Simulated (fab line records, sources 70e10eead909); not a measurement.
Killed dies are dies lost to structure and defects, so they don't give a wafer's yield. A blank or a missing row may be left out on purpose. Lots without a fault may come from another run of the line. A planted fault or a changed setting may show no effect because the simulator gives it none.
fab line records | flow nand_harc
record lots=7 wafers=21 last_day=35
route steps=1302 shown A_WL_FILL@982 A_CONTACT@983
lots that met no fault: from a run of the same line without faults
start_h: hours from the record's first day to the start of the lot's first wafer shown | wait_h: hours since the lot's step before | " the same as in the row above | L1.1+2: a row that stands for several wafers | - no value, or no start given | * or withheld: withheld | < > ~ a bound
route shown NAME@n: a module of which the file shows steps, and the number in the route of the first | usual: mean/standard deviation of fault-free wafers | same: alike in all rows | chamber/n: place in a boat | sites: the reading at each site | _std_site: their standard deviation | _edge_site: outer sites' mean less inner sites' | radius_mm: how far each site lies from the wafer's centre | mask NAME#n: copy n | behind: the tool/chamber that last shaped the wafer | hold: why the lot was held/for how many hours/how that ended | device: the transistor (n, p or np) that didn't switch | end of line: the same wafers' tests at the end of the route | a step without rows: its recipe alone | killed: dies lost to structure and defects at the first sort, not the wafer's yield | map: a wafer's dies, x killed, . not, _ none there
set.NAME: the setting as run; set.NAME@STEP: as run at that earlier step | model.NAME: the simulator's own value behind a step, which no gauge read
lots at some steps of the route; a table a step, a row a wafer
services: from which hour (start_h, from the record's first day; less than 0 if before it) a tool's chamber was out of use, for how many hours, and why
## steps
# step NHARC_A_WL_FILL_INSPECT_15
# usual raw_defect_count=476/120
# columns lot.wafer tool chamber start_h wait_h raw_defect_count
L202.4 defect_inspect-01 - 520.47 0.0 322
L202.5 " - " " 335
L202.6 " - " " 376
L203.2 defect_inspect-01 - 527.89 0.0 396
L203.5 " - " " 666
L203.6 " - " " 595
L205.2 defect_inspect-01 - 528.04 0.1 548
L205.4 " - " " 707
L205.6 " - " " 339
L213.1 defect_inspect-02 - 628.05 0.0 396
L213.3 " - " " 344
L213.6 " - " " 461
L215.1 defect_inspect-01 - 650.12 0.0 574
L215.2 " - " " 591
L215.5 " - " " 441
L219.1 defect_inspect-02 - 682.86 0.0 496
L219.3 " - " " 573
L219.5 " - " " 453
L221.4 defect_inspect-01 - 734.15 0.0 639
L221.5 " - " " 489
L221.6 " - " " 433
# step NHARC_A_CONTACT_DEP_24
# recipe target_thk_a=5000 temp_c=400 pressure_torr=6.5 rf_w=900 teos_flow_sccm=161.4 flow_sccm=2650 target_thk_nm=500 gas=O2 material=SiO2
# usual heater_power_w=588/110 rf_fwd_power_W=899/3 throttle_valve_pct=16.1/0.71
# columns lot.wafer tool chamber start_h wait_h heater_power_w rf_fwd_power_W throttle_valve_pct
L202.5 pecvd-01 1 520.86 0.4 611 899 15.7
L202.4 " 2 " " 461 902 15.9
L202.6 " 0 " " 426 901 15.4
L203.2 pecvd-01 2 527.96 0.1 475 898 16.2
L203.5 " 0 " " 518 901 15.2
L203.6 " 1 " " 494 896 15.7
L205.2 pecvd-03 0 528.23 0.2 619 898 15.6
L205.6 " 2 " " 671 900 15.9
L205.4 " 0 " " 618 894 15.9
L213.3 pecvd-03 2 628.12 0.1 630 896 15.3
L213.1 " 1 " " 552 903 17.2
L213.6 " 2 " " 662 900 15.5
L215.1 pecvd-03 0 650.18 0.1 564 900 15.2
L215.2 " 1 " " 620 899 17.0
L215.5 " 2 " " 635 897 15.3
L219.1 pecvd-04 0 682.93 0.1 502 897 16.0
L219.3 " 2 " " 859 893 17.5
L219.5 " 0 " " 545 901 16.4
L221.6 pecvd-04 2 734.41 0.3 700 898 17.2
L221.4 " 0 " " 596 900 16.2
L221.5 " 1 " " 463 901 15.7
# step NHARC_A_CONTACT_DEP_28
# recipe target_thk_a=70000 temp_c=400 material=aC
# usual throttle_valve_pct=34.999/0.0091
# columns lot.wafer tool chamber start_h wait_h throttle_valve_pct
L202.4 acl_dep-02 0 523.87 2.6 34.997
L202.5 " 0 " " 35.008
L202.6 " 0 " " 34.996
L203.2 acl_dep-01 0 529.25 0.8 35.001
L203.5 " 0 531.34 2.8 34.987
L203.6 " 0 " " 34.999
L205.2 acl_dep-02 0 529.43 0.8 34.986
L205.4 " 0 530.85 2.2 34.992
L205.6 " 0 532.28 3.6 34.987
L213.1 acl_dep-03 0 631.50 2.8 34.996
L213.3 " 0 632.90 4.2 35.017
L213.6 " 0 635.01 6.3 34.994
L215.1 acl_dep-02 0 650.79 0.1 34.996
L215.2 " 0 " " 35.018
L215.5 " 0 653.60 2.9 35.001
L219.1 acl_dep-01 0 683.56 0.1 34.995
L219.3 " 0 684.99 1.5 34.998
L219.5 " 0 686.42 2.9 34.998
L221.4 acl_dep-02 0 739.43 4.7 35.004
L221.5 " 0 " " 35.013
L221.6 " 0 " " 35.000
# step NHARC_A_CONTACT_DEP_29
# recipe target_thk_a=1000 target_thk_nm=100 temp_c=400 pressure_torr=3.5 flow_sccm=200 rf_w=350 material=SiON
# usual heater_power_w=781/110 rf_fwd_power_W=348.5/1.2
# columns lot.wafer tool chamber start_h wait_h heater_power_w rf_fwd_power_W
L202.5 pecvd-04 1 526.09 0.8 655 350.7
L202.6 " 2 " " 894 348.9
L202.4 " 0 " " 638 349.1
L203.2 pecvd-04 0 532.97 3.0 706 349.3
L203.5 " 1 " " 639 351.0
L203.6 " 0 " " 697 349.0
L205.2 pecvd-01 1 533.08 2.9 813 350.5
L205.6 " 1 " " 824 350.9
L205.4 " 2 " " 678 347.9
L213.3 pecvd-01 2 635.73 2.1 594 349.8
L213.1 " 0 " " 682 350.1
L213.6 " 1 " " 761 349.3
L215.1 pecvd-01 1 655.05 3.6 830 347.9
L215.2 " 2 " " 696 346.9
L215.5 " 2 " " 690 348.9
L219.3 pecvd-04 1 687.88 2.2 780 350.2
L219.1 " 0 " " 805 349.1
L219.5 " 0 " " 841 349.2
L221.5 pecvd-01 1 741.64 0.8 849 350.0
L221.6 " 2 " " 694 348.7
L221.4 " 0 " " 731 346.9
# step NHARC_A_CONTACT_DEHYDRATE_32
# recipe temp_c=150 time_s=120
# step NHARC_A_CONTACT_HMDS_33
# recipe time_s=30
# step NHARC_A_CONTACT_COAT_34
# recipe temp_c=260 time_s=75
# step NHARC_A_CONTACT_COAT_35
# recipe temp_c=225 time_s=65
# step NHARC_A_CONTACT_COAT_36
# recipe spin_rpm=1500 resist_thk_nm=90
# step NHARC_A_CONTACT_SOFTBAKE_37
# recipe temp_c=105 time_s=55
# step NHARC_A_CONTACT_EBR_38
# step NHARC_A_CONTACT_EXPOSE_39
# recipe na=1.35 sigma_outer=0.8 dose_mj=58.79 mask_id=A_CC_3
# usual exposure_dose_mJ_cm2=58.73/0.12 focus_offset_nm=0.0/0.56 sigma_outer=0.8/0
# columns lot.wafer tool chamber start_h wait_h mask exposure_dose_mJ_cm2 focus_offset_nm sigma_outer
L202.4 arfi_scanner-01 - 526.61 - A_CC_3#0 - - -
L202.5 " - " " A_CC_3#0 - - -
L202.6 " - " " A_CC_3#0 - - -
L203.2 arfi_scanner-03 - 533.49 - A_CC_3#0 - - -
L203.5 " - " " A_CC_3#0 - - -
L203.6 " - " " A_CC_3#0 - - -
L205.2 arfi_scanner-03 - 533.52 - A_CC_3#0 - - -
L205.4 " - " " A_CC_3#0 - - -
L205.6 " - " " A_CC_3#0 - - -
L213.1 arfi_scanner-03 0 636.18 - A_CC_3#0 58.69 0.8 0.8
L213.3 " 0 " " A_CC_3#0 58.71 0.3 0.8
L213.6 " 0 " " A_CC_3#0 58.63 0.1 0.8
L215.1 arfi_scanner-02 0 655.61 - A_CC_3#0 58.62 0.2 0.8
L215.2 " 0 " " A_CC_3#0 58.57 -0.1 0.8
L215.5 " 0 " " A_CC_3#0 58.69 -0.3 0.8
L219.1 arfi_scanner-02 0 688.34 - A_CC_3#0 58.67 1.9 0.8
L219.3 " 0 " " A_CC_3#0 58.67 0.5 0.8
L219.5 " 0 " " A_CC_3#0 58.57 0.6 0.8
L221.4 arfi_scanner-02 0 742.15 - A_CC_3#0 58.71 0.4 0.8
L221.5 " 0 " " A_CC_3#0 58.69 1.0 0.8
L221.6 " 0 " " A_CC_3#0 58.66 0.6 0.8
# step NHARC_A_CONTACT_PEB_40
# recipe peb_temp_c=100 peb_time_s=65
## services
# columns tool chamber start_h hours kind
pecvd-03 - 499.17 0.6 repair
pecvd-01 0 505.36 - clean
arfi_scanner-02 - 520.90 1.0 repair
arfi_scanner-03 - 542.32 4.0 pm
pecvd-03 - 547.14 13.0 pm
acl_dep-01 - 551.59 13.0 pm
pecvd-03 - 568.87 2.7 repair
arfi_scanner-01 - 581.31 6.5 repair
arfi_scanner-02 - 588.66 0.7 repair
arfi_scanner-01 - 596.00 4.0 pm
acl_dep-02 - 605.33 13.0 pm
arfi_scanner-02 - 615.44 9.6 repair
arfi_scanner-01 - 620.43 0.7 repair
pecvd-04 - 631.52 13.0 pm
arfi_scanner-03 - 647.70 2.7 repair
arfi_scanner-02 - 656.00 4.0 pm
acl_dep-03 - 662.18 13.0 pm
pecvd-01 - 673.36 13.0 pm
acl_dep-03 - 675.29 1.8 repair
arfi_scanner-01 - 679.23 1.8 repair
arfi_scanner-03 - 714.32 4.0 pm
pecvd-03 - 728.14 13.0 pm
acl_dep-01 - 735.64 13.0 pm
arfi_scanner-01 - 741.31 0.6 repair
## key
first_sign step=NHARC_A_CONTACT_EXPOSE_39 reading=tool_record direction=missing
effect none on later readings
met_at NHARC_A_CONTACT_EXPOSE_39
struck_wafers L202.4,L202.5,L202.6,L203.2,L203.5,L203.6,L205.2,L205.4,L205.6
later_rows_left_out L202.4,L202.5,L202.6,L203.2,L203.5,L203.6,L205.2,L205.4,L205.6
sort_left_out L202.4,L202.5,L202.6,L203.2,L203.5,L203.6,L205.2,L205.4,L205.6
tester_left_out L202,L203,L205
fault kind=skipped_step_whole tool=arfi_scanner-01,arfi_scanner-03 chamber=- onset_h=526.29 steps=NHARC_A_CONTACT_EXPOSE_39 scope=struck_lots_only
# tester_left_out: of these lots the tester's yield and bins aren't shown, on N5 and GAA mostly nor the transistor test; their killed dies are dies lost to structure and defects alone, not to doping, threshold or leakage, so they don't give the yield
# sort_left_out: the simulated sort isn't trusted on such a fault, so these wafers' sort isn't shown, and their yield isn't known
# later_rows_left_out: the simulator's readings of these wafers behind a module that went badly wrong aren't trusted and aren't shown, but for the sort
